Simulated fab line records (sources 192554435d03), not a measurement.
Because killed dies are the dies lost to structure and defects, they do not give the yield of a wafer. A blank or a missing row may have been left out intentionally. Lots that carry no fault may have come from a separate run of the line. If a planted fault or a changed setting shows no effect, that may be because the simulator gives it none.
fab line records | flow n5-finfet
record: lots: 10 | wafers: 30 | last-day: 19
route steps=1938 shown BEOL_M13@1694 BEOL_M14@1716 PASSIVATION@1936
lots that met no fault: from a run of the same line without faults
start-h: start of the lot's first displayed wafer, in hours after the record's first day | wait-h: hours from the lot's prior step to this one | " unchanged from the row above | L1.1+2: one row covering several wafers at once | - no value present, or no start provided | * or withheld: withheld | < > ~ a bound
route shown NAME@n: a module of which the file shows steps, and the number in the route of the first | usual: average and standard deviation across the fault-free wafers | same: alike in all rows | chamber/n: place in a boat | sites: per-site readings | _std_site: standard deviation across them | _edge_site: the outer-site mean with the inner-site mean subtracted | radius-mm: how far each site lies from the wafer's centre | mask NAME#n: copy n | behind: the last tool/chamber to shape the wafer | hold: the reason the lot was held/the length of the hold in hours/how it ended | device: transistor that didn't switch, given as n, p or np | end of line: tests of these same wafers at the route's end | step lacking rows: just its recipe | killed: count of dies lost to structure and defects at first sort (not the wafer's yield) | map: the dies of a wafer, with x for killed, . for not killed, _ for no die there
set.NAME: the setting that was run; set.NAME@STEP: the one run at that earlier step | model.NAME: the simulator's own value behind a step, which no gauge read
a sample of lots followed through the steps of the route, with each step as a table and each wafer as a row
services: the hour from which a tool's chamber was out of use, counted from the record's first day as start-h (under 0 if before that day), plus the number of hours and why
== steps ==
step: N5_BEOL_M13_ETCH_68
recipe: chemistry: N2/H2 | target: SOC | mask-material: SiARC | source-w: 3000 | bias-w: 350 | temp-c: 40 | time-s: 355 | ion-energy-ev: 200 | pressure-mtorr: 30 | n2-flow-sccm: 200 | h2-flow-sccm: 200
usual: chamber-pressure-mTorr: 30.00/0.031 | drypump-motor-current-A: 5.9/0.61 | oes-product-au: 0.77/0.07 | rf-vpp-V: 523.1/2.3 | showerhead-plenum-p-Torr: 2.51/0.085 | throttle-valve-pct: 17.82/0.22
lot.wafer | tool        | chamber | start-h | wait-h | chamber-pressure-mTorr | drypump-motor-current-A | oes-product-au | rf-hours-counter-h | rf-vpp-V | showerhead-plenum-p-Torr | throttle-valve-pct
L392.1    | rie-diel-02 | 3       | 286.53  | 0.1    | 30.01                  | 6.8                     | 0.79           | 123                | 519.7    | 2.47                     | 18.32
L392.3    | "           | 2       | "       | "      | 30.05                  | 6.5                     | 0.78           | 103                | 521.3    | 2.46                     | 17.66
L392.6    | "           | 0       | "       | "      | 29.96                  | 5.4                     | 0.83           | -                  | 524.4    | 2.57                     | 17.68
L391.1    | rie-diel-02 | 0       | 287.94  | 0.1    | 30.04                  | 5.4                     | 0.83           | 85                 | 526.9    | 2.57                     | 17.69
L391.3    | "           | 2       | "       | "      | 30.00                  | 6.5                     | 0.78           | 104                | 522.9    | 2.46                     | 17.67
L391.5    | "           | 2       | "       | "      | 29.96                  | 6.5                     | 0.77           | -                  | 521.1    | 2.46                     | 17.66
L394.2    | rie-diel-06 | 0       | 291.13  | 0.1    | 29.99                  | 6.5                     | 0.86           | 45                 | 525.6    | 2.59                     | 17.70
L394.4    | "           | 1       | "       | "      | 29.98                  | 6.0                     | 0.69           | 226                | 525.8    | 2.63                     | 18.21
L394.6    | "           | 1       | "       | "      | 30.01                  | 6.0                     | 0.69           | -                  | 526.0    | 2.63                     | 18.21
L395.1    | rie-diel-04 | 1       | 299.09  | 0.1    | 29.97                  | 5.1                     | 0.83           | 73                 | 524.7    | 2.56                     | 17.83
L395.4    | "           | 0       | "       | "      | 29.98                  | 6.0                     | 0.88           | -                  | 521.7    | 2.47                     | 17.65
L395.6    | "           | 1       | "       | "      | 30.01                  | 5.1                     | 0.83           | -                  | 524.2    | 2.56                     | 17.84
L399.1    | rie-diel-04 | 0       | 328.89  | 0.1    | 30.04                  | 6.0                     | 0.85           | 77                 | 521.5    | 2.46                     | 17.68
L399.4    | "           | 1       | "       | "      | 29.99                  | 5.1                     | 0.82           | 83                 | 524.2    | 2.56                     | 17.85
L399.6    | "           | 3       | "       | "      | 29.98                  | 5.6                     | 0.76           | -                  | 520.8    | 2.42                     | 17.92
L400.1    | rie-diel-06 | 0       | 333.43  | 0.1    | 29.92                  | 6.5                     | 0.83           | 59                 | 524.5    | 2.58                     | 17.73
L400.2    | "           | 3       | "       | "      | 30.03                  | 4.9                     | 0.71           | 198                | 521.8    | 2.53                     | 17.92
L400.5    | "           | 3       | "       | "      | 30.06                  | 4.9                     | 0.71           | -                  | 523.9    | 2.53                     | 17.94
L409.2    | rie-diel-04 | 3       | 392.12  | 0.1    | 30.01                  | 5.6                     | 0.74           | 186                | 522.0    | 2.41                     | 17.95
L409.3    | "           | 0       | "       | "      | 29.99                  | 6.0                     | 0.84           | 95                 | 520.7    | 2.46                     | 17.71
L409.5    | "           | 2       | "       | "      | 29.94                  | 5.2                     | 0.98           | -                  | 528.5    | 2.70                     | 17.39
L411.3    | rie-diel-06 | 0       | 399.27  | 0.1    | 29.95                  | 6.5                     | 0.80           | 81                 | 524.6    | 2.57                     | 17.77
L411.4    | "           | 0       | "       | "      | 29.96                  | 6.5                     | 0.81           | -                  | 524.8    | 2.57                     | 17.76
L411.5    | "           | 2       | "       | "      | 29.97                  | 5.7                     | 0.71           | -                  | 519.6    | 2.42                     | 18.00
L410.2    | rie-diel-06 | 2       | 400.85  | 0.1    | 30.02                  | 5.7                     | 0.71           | 203                | 520.2    | 2.42                     | 18.02
L410.4    | "           | 3       | "       | "      | 30.00                  | 5.0                     | 0.69           | -                  | 521.7    | 2.52                     | 17.98
L410.6    | "           | 2       | "       | "      | 30.02                  | 5.7                     | 0.71           | -                  | 520.0    | 2.42                     | 18.01
L414.1    | rie-diel-02 | 2       | 417.39  | 0.1    | 30.03                  | 6.5                     | 0.74           | 146                | 520.2    | 2.44                     | 17.74
L414.3    | "           | 2       | "       | "      | 30.00                  | 6.5                     | 0.73           | -                  | 520.8    | 2.44                     | 17.74
L414.6    | "           | 2       | "       | "      | 29.98                  | 6.6                     | 0.74           | -                  | 522.9    | 2.44                     | 17.73
step: N5_BEOL_M13_OCD_MEAS_35
usual: trench-depth-nm: 411/5.7
lot.wafer | tool   | chamber | start-h | wait-h | trench-depth-nm
L392.1    | ocd-01 | -       | 286.93  | 0.0    | 418
L392.3    | "      | -       | "       | "      | 413
L392.6    | "      | -       | "       | "      | 415
L391.1    | ocd-02 | -       | 288.34  | 0.0    | 409
L391.3    | "      | -       | "       | "      | 404
L391.5    | "      | -       | "       | "      | 403
L394.2    | ocd-02 | -       | 291.53  | 0.0    | 423
L394.4    | "      | -       | "       | "      | 406
L394.6    | "      | -       | "       | "      | 404
L395.1    | ocd-01 | -       | 299.48  | 0.0    | 419
L395.4    | "      | -       | "       | "      | 419
L395.6    | "      | -       | "       | "      | 419
L399.1    | ocd-01 | -       | 329.29  | 0.0    | 415
L399.4    | "      | -       | "       | "      | 416
L399.6    | "      | -       | "       | "      | 414
L400.1    | ocd-01 | -       | 334.01  | 0.0    | 416
L400.2    | "      | -       | "       | "      | 404
L400.5    | "      | -       | "       | "      | 405
L409.2    | ocd-01 | -       | 392.52  | 0.0    | 413
L409.3    | "      | -       | "       | "      | 408
L409.5    | "      | -       | "       | "      | 419
L411.3    | ocd-02 | -       | 399.67  | 0.0    | 416
L411.4    | "      | -       | "       | "      | 417
L411.5    | "      | -       | "       | "      | 406
L410.2    | ocd-02 | -       | 401.24  | 0.0    | 400
L410.4    | "      | -       | "       | "      | 398
L410.6    | "      | -       | "       | "      | 404
L414.1    | ocd-01 | -       | 417.97  | 0.0    | 405
L414.3    | "      | -       | "       | "      | 401
L414.6    | "      | -       | "       | "      | 402
step: N5_BEOL_M13_CMP_49
recipe: stop-on: SiOC | t-overpolish-s: 17.1 | down-force-psi: 1 | platen-rpm: 50 | clearing-platen-down-force-psi: 1.5 | clearing-platen-rpm: 50 | post-cmp-clean: cu-alkaline | target-thk-nm: 420 | clearing-platen-pad-velocity-m-s: 0.99484 | pad-velocity-m-s: 0.99484
usual: barrier-field-endpoint-s: 30.3/0.8 | clearing-platen-rpm: 50.004/0.027 | motor-current-A: 6.0/0.52 | overpolish-run-s: 17.101/0.0092 | slurry-flow-ml-min: 150.0/0.45
lot.wafer | tool   | chamber | start-h | wait-h | barrier-field-endpoint-s | clearing-platen-rpm | motor-current-A | overpolish-run-s | slurry-flow-ml-min
L392.1    | cmp-02 | 2       | 290.43  | 0.3    | 30.4                     | 50.020              | 6.5             | 17.088           | 150.0
L392.3    | "      | 1       | "       | "      | 30.9                     | 49.973              | 6.1             | 17.124           | 150.1
L392.6    | "      | 3       | "       | "      | 30.7                     | 49.991              | 5.5             | 17.082           | 149.8
L391.1    | cmp-03 | 1       | 290.99  | 0.3    | 29.7                     | 49.987              | 5.6             | 17.088           | 149.7
L391.3    | "      | 0       | "       | "      | 30.4                     | 49.971              | 5.0             | 17.103           | 150.6
L391.5    | "      | 2       | "       | "      | 30.0                     | 50.054              | 6.4             | 17.093           | 149.2
L394.2    | cmp-03 | 1       | 295.09  | 0.2    | 29.1                     | 50.025              | 5.3             | 17.102           | 150.4
L394.4    | "      | 0       | "       | "      | 30.0                     | 49.947              | 5.1             | 17.111           | 149.2
L394.6    | "      | 2       | "       | "      | 29.6                     | 50.010              | 6.2             | 17.081           | 149.9
L395.4    | cmp-03 | 3       | 306.00  | 0.1    | 30.6                     | 50.020              | 5.7             | 17.089           | 150.1
L395.1    | "      | 2       | "       | "      | 29.7                     | 50.012              | 6.3             | 17.109           | 149.2
L395.6    | "      | 0       | "       | "      | 29.3                     | 50.063              | 5.1             | 17.096           | 150.0
L399.4    | cmp-02 | 3       | 333.28  | 0.1    | 29.3                     | 49.982              | 5.8             | 17.103           | 151.1
L399.1    | "      | 2       | "       | "      | 30.4                     | 50.014              | 6.4             | 17.115           | 150.4
L399.6    | "      | 3       | "       | "      | 29.9                     | 49.983              | 5.8             | 17.099           | 150.9
L400.1    | cmp-02 | 2       | 337.41  | 0.5    | 29.6                     | 50.040              | 6.6             | 17.110           | 149.6
L400.2    | "      | 3       | "       | "      | 29.2                     | 50.020              | 5.8             | 17.097           | 150.5
L400.5    | "      | 0       | "       | "      | 28.5                     | 50.017              | 6.7             | 17.100           | 149.9
L409.3    | cmp-02 | 1       | 395.05  | 0.2    | 31.6                     | 50.008              | 6.0             | 17.096           | 150.3
L409.2    | "      | 2       | "       | "      | 30.5                     | 50.000              | 6.4             | 17.104           | 150.2
L409.5    | "      | 3       | "       | "      | 30.3                     | 50.016              | 6.0             | 17.096           | 150.5
L411.3    | cmp-01 | 1       | 407.15  | 0.2    | 31.1                     | 50.022              | 6.1             | 17.092           | 150.2
L411.4    | "      | 3       | "       | "      | 30.1                     | 49.986              | 5.4             | 17.104           | 149.8
L411.5    | "      | 2       | "       | "      | 29.6                     | 50.013              | 6.4             | 17.104           | 150.1
L410.4    | cmp-01 | 2       | 408.85  | 0.2    | 30.0                     | 49.951              | 6.7             | 17.100           | 149.5
L410.2    | "      | 3       | "       | "      | 30.5                     | 49.985              | 5.6             | 17.095           | 150.8
L410.6    | "      | 0       | "       | "      | 29.9                     | 50.036              | 6.2             | 17.094           | 149.9
L414.1    | cmp-02 | 1       | 420.49  | 0.3    | 30.7                     | 50.066              | 6.1             | 17.099           | 150.2
L414.3    | "      | 3       | "       | "      | 28.9                     | 49.988              | 5.7             | 17.096           | 149.9
L414.6    | "      | 1       | "       | "      | 29.9                     | 49.994              | 6.2             | 17.090           | 150.7
step: N5_BEOL_M14_ILD_DEP_00
recipe: material: SiO2 | target-thk-a: 11193 | temp-c: 400 | precursor: TEOS/O2 | pressure-torr: 6.5 | rf-w: 900 | teos-flow-sccm: 161.4 | gas: O2 | flow-sccm: 2650 | time-s: 237.4
usual: heater-power-w: 525/69 | showerhead-plenum-p-Torr: 8.34/0.041 | susceptor-temp-C: 399.99/0.21 | throttle-valve-pct: 18.3/0.99
lot.wafer | tool     | chamber | start-h | wait-h | heater-power-w | showerhead-plenum-p-Torr | susceptor-temp-C | throttle-valve-pct
L392.1    | pecvd-04 | 2       | 290.92  | 0.0    | 566            | 8.25                     | 399.80           | 17.9
L392.3    | "        | 1       | "       | "      | 411            | 8.34                     | 399.80           | 19.3
L392.6    | "        | 2       | "       | "      | 581            | 8.27                     | 399.50           | 17.9
L391.1    | pecvd-01 | 2       | 291.48  | 0.0    | 535            | 8.37                     | 400.07           | 16.9
L391.3    | "        | 1       | "       | "      | 503            | 8.34                     | 399.99           | 17.3
L391.5    | "        | 1       | "       | "      | 537            | 8.34                     | 399.96           | 17.4
L394.2    | pecvd-01 | 2       | 295.58  | 0.0    | 520            | 8.36                     | 400.01           | 16.8
L394.4    | "        | 0       | "       | "      | 416            | 8.38                     | 399.88           | 18.1
L394.6    | "        | 0       | "       | "      | 484            | 8.38                     | 399.90           | 18.4
L395.1    | pecvd-04 | 2       | 306.49  | 0.0    | 454            | 8.26                     | 399.91           | 17.8
L395.4    | "        | 2       | "       | "      | 535            | 8.27                     | 399.92           | 17.6
L395.6    | "        | 0       | "       | "      | 677            | 8.35                     | 400.16           | 18.7
L399.1    | pecvd-04 | 0       | 333.77  | 0.0    | 625            | 8.34                     | 399.57           | 18.7
L399.4    | "        | 2       | "       | "      | 577            | 8.28                     | 400.32           | 18.0
L399.6    | "        | 0       | "       | "      | 683            | 8.34                     | 399.87           | 18.8
L400.1    | pecvd-01 | 2       | 337.82  | 0.0    | 484            | 8.39                     | 400.06           | 17.0
L400.2    | "        | 1       | "       | "      | 516            | 8.32                     | 400.25           | 17.3
L400.5    | "        | 0       | "       | "      | 565            | 8.35                     | 400.36           | 18.3
L409.2    | pecvd-01 | 2       | 395.49  | 0.0    | 481            | 8.38                     | 399.73           | 16.9
L409.3    | "        | 0       | "       | "      | 521            | 8.39                     | 400.02           | 18.4
L409.5    | "        | 0       | "       | "      | 560            | 8.37                     | 399.84           | 18.4
L411.3    | pecvd-04 | 0       | 407.71  | 0.1    | 662            | 8.34                     | 400.18           | 18.8
L411.4    | "        | 2       | "       | "      | 566            | 8.28                     | 400.01           | 18.1
L411.5    | "        | 2       | "       | "      | 455            | 8.28                     | 399.79           | 18.0
L410.2    | pecvd-01 | 0       | 409.26  | 0.0    | 429            | 8.37                     | 399.97           | 18.6
L410.4    | "        | 1       | "       | "      | 480            | 8.32                     | 389.50           | 17.4
L410.6    | "        | 0       | "       | "      | 508            | 8.40                     | 400.18           | 18.4
L414.1    | pecvd-01 | 0       | 420.98  | 0.0    | 462            | 8.37                     | 400.12           | 18.3
L414.3    | "        | 1       | "       | "      | 431            | 8.32                     | 389.58           | 17.2
L414.6    | "        | 0       | "       | "      | 536            | 8.36                     | 400.16           | 18.3
step: N5_BEOL_M14_THK_MEAS_01
recipe: reads: SiO2_of_BEOL_M14_ILD_DEP_00
usual: M14_ILD_THK: 1120/15
lot.wafer | tool          | chamber | start-h | wait-h | M14_ILD_THK[nm]
L392.1    | film-metro-02 | -       | 291.11  | 0.1    | 1108
L392.3    | "             | -       | "       | "      | 1087
L392.6    | "             | -       | "       | "      | 1126
L391.1    | film-metro-01 | -       | 291.67  | 0.1    | 1125
L391.3    | "             | -       | "       | "      | 1123
L391.5    | "             | -       | "       | "      | 1153
L394.2    | film-metro-02 | -       | 295.85  | 0.2    | 1109
L394.4    | "             | -       | "       | "      | 1132
L394.6    | "             | -       | "       | "      | 1132
L395.1    | film-metro-02 | -       | 306.68  | 0.1    | 1127
L395.4    | "             | -       | "       | "      | 1127
L395.6    | "             | -       | "       | "      | 1124
L399.1    | film-metro-01 | -       | 333.96  | 0.1    | 1098
L399.4    | "             | -       | "       | "      | 1122
L399.6    | "             | -       | "       | "      | 1113
L400.1    | film-metro-01 | -       | 338.01  | 0.1    | 1112
L400.2    | "             | -       | "       | "      | 1120
L400.5    | "             | -       | "       | "      | 1116
L409.2    | film-metro-02 | -       | 395.69  | 0.1    | 1115
L409.3    | "             | -       | "       | "      | 1108
L409.5    | "             | -       | "       | "      | 1113
L411.3    | film-metro-02 | -       | 407.91  | 0.1    | 1133
L411.4    | "             | -       | "       | "      | 1129
L411.5    | "             | -       | "       | "      | 1124
L410.2    | film-metro-01 | -       | 409.45  | 0.1    | 1081
L410.4    | "             | -       | "       | "      | 1192
L410.6    | "             | -       | "       | "      | 1120
L414.1    | film-metro-01 | -       | 421.17  | 0.1    | 1082
L414.3    | "             | -       | "       | "      | 1185
L414.6    | "             | -       | "       | "      | 1107
step: N5_PASSIVATION_PROBE_49
usual: defect-limited-yield: 91.0/1.4 | killed_at_M0_to_M3: 33/11 | killed_at_M4_up: 14/5 | killed-at-contacts: 11/7.3 | killed-at-front-end: 43/12 | killed-at-other: 4/3.1 | killed-dies: 106/17 | killed-open: 69/13 | killed-short: 34/8.7 | sort_bin_5_function: 5.2/0.96 | sort_bin_6_memory: 3.3/0.66 | sort_bin_8_speed: 0.00/0.012 | sort-n-pass: 1074/17 | sort-yield-pct: 91.0/1.4
same: gross-dies: 1180 | killed-at-back-side: 0 | sort_bin_4_leakage[%]: 0
lot.wafer | tool      | chamber | start-h | wait-h | defect-limited-yield[%] | killed_at_M0_to_M3 | killed_at_M4_up | killed-at-contacts | killed-at-front-end | killed-at-other | killed-dies | killed-open | killed-short | sort_bin_5_function[%] | sort_bin_6_memory[%] | sort_bin_8_speed[%] | sort-n-pass | sort-yield-pct[%]
L409.2    | prober-01 | -       | 424.99  | 0.1    | 92.1                    | 28                 | 10              | 10                 | 43                  | 2               | 93          | 64          | 26           | 4.5                    | 3.1                  | 0                   | 1087        | 92.1
L409.3    | prober-01 | -       | 425.04  | 0.1    | 93.7                    | 17                 | 7               | 10                 | 39                  | 1               | 74          | 47          | 23           | 3.4                    | 2.5                  | 0                   | 1106        | 93.7
L409.5    | prober-01 | -       | 425.14  | 0.2    | 92.4                    | 24                 | 12              | 20                 | 32                  | 2               | 90          | 61          | 28           | 4.6                    | 3.0                  | 0                   | 1090        | 92.4
killed by level:class
L409.2 FIN_SAQP:geometric-particle:open=10 MOL_CONTACT_COAG:geometric-particle:open=8 BEOL_M0_SAQP:geometric-particle:open=8 FIN_SAQP:geometric-particle:short=7 STI_FIN_REVEAL:geometric-particle:open=7 BEOL_M0:geometric-particle:open=6 BEOL_M0_SAQP:geometric-particle:short=6 DUMMY_GATE:geometric-particle:open=4
L409.3 FIN_SAQP:geometric-particle:short=13 FIN_SAQP:geometric-particle:open=10 MOL_CONTACT_COAG:geometric-particle:open=10 BEOL_M2:geometric-particle:open=8 DUMMY_GATE:geometric-particle:open=5 BEOL_M0_SAQP:geometric-particle:open=3 STI_FIN_REVEAL:geometric-particle:open=2 DUMMY_GATE:geometric-particle:short=2
L409.5 MOL_CONTACT_COAG:geometric-particle:open=18 BEOL_M3:geometric-particle:open=11 STI_FIN_REVEAL:geometric-particle:open=7 STI_FIN_REVEAL:geometric-particle:short=6 BEOL_M0_SAQP:geometric-particle:short=4 BEOL_M5:geometric-particle:open=4 FIN_SAQP:geometric-particle:open=3 FIN_SAQP:geometric-particle:short=3
== services ==
tool        | chamber | start-h | hours | kind
cmp-02      | -       | 276.03  | 0.5   | repair
cmp-02      | -       | 277.21  | 8.7   | pm
pecvd-01    | 1       | 292.97  | 3.6   | repair
pecvd-04    | 0       | 292.97  | 2.1   | scheduled-down
rie-diel-06 | 3       | 296.14  | 2.1   | repair
pecvd-01    | -       | 297.04  | 28.1  | pm
cmp-03      | -       | 303.28  | 0.5   | repair
cmp-01      | -       | 327.24  | 4.1   | pm
cmp-01      | -       | 331.60  | 2.1   | repair
rie-diel-02 | 2       | 333.65  | 4.7   | repair
cmp-03      | -       | 335.78  | 5.1   | pm
cmp-01      | -       | 342.81  | 4.0   | pm
pecvd-01    | 1       | 343.82  | 5.5   | scheduled-down
cmp-01      | -       | 346.81  | 7.1   | pm
rie-diel-06 | 1       | 373.44  | -     | clean
rie-diel-06 | 1       | 373.44  | -     | consumable-replace:focus-ring
rie-diel-06 | 1       | 373.44  | 28.9  | scheduled-down
rie-diel-06 | 1       | 373.44  | 28.9  | vent-cycle
cmp-02      | -       | 374.01  | 0.6   | repair
pecvd-01    | -       | 377.41  | 1.3   | repair
pecvd-01    | 0       | 394.90  | -     | calibration
cmp-01      | -       | 396.63  | 1.4   | repair
rie-diel-02 | 0       | 410.64  | 6.7   | repair
rie-diel-02 | 3       | 411.52  | 9.5   | repair
== key ==
first-sign: step: N5_BEOL_M14_ILD_DEP_00 | reading: susceptor-temp-C | direction: down | sigmas: 49 | usual: * | struck: *
effect: step: N5_BEOL_M14_THK_MEAS_01 | reading: M14_ILD_THK | direction: up | sigmas: 4.6 | usual: 1120 | struck: 1189
met-at N5_BEOL_M14_ILD_DEP_00
struck-lots L410,L414
struck-wafers L410.4,L414.3
not-acting-at N5_BEOL_M13_ETCH_68,N5_BEOL_M13_OCD_MEAS_35,N5_BEOL_M13_CMP_49
onset-between 337.82 409.26
fault: kind: process-parameter-drift | tool: pecvd-01 | chamber: 1 | onset-h: 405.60 | steps: N5_BEOL_M14_ILD_DEP_00 | channel: temp-c | offset: * | shape: step | end-h: 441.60 | acts-in: * | stated: *
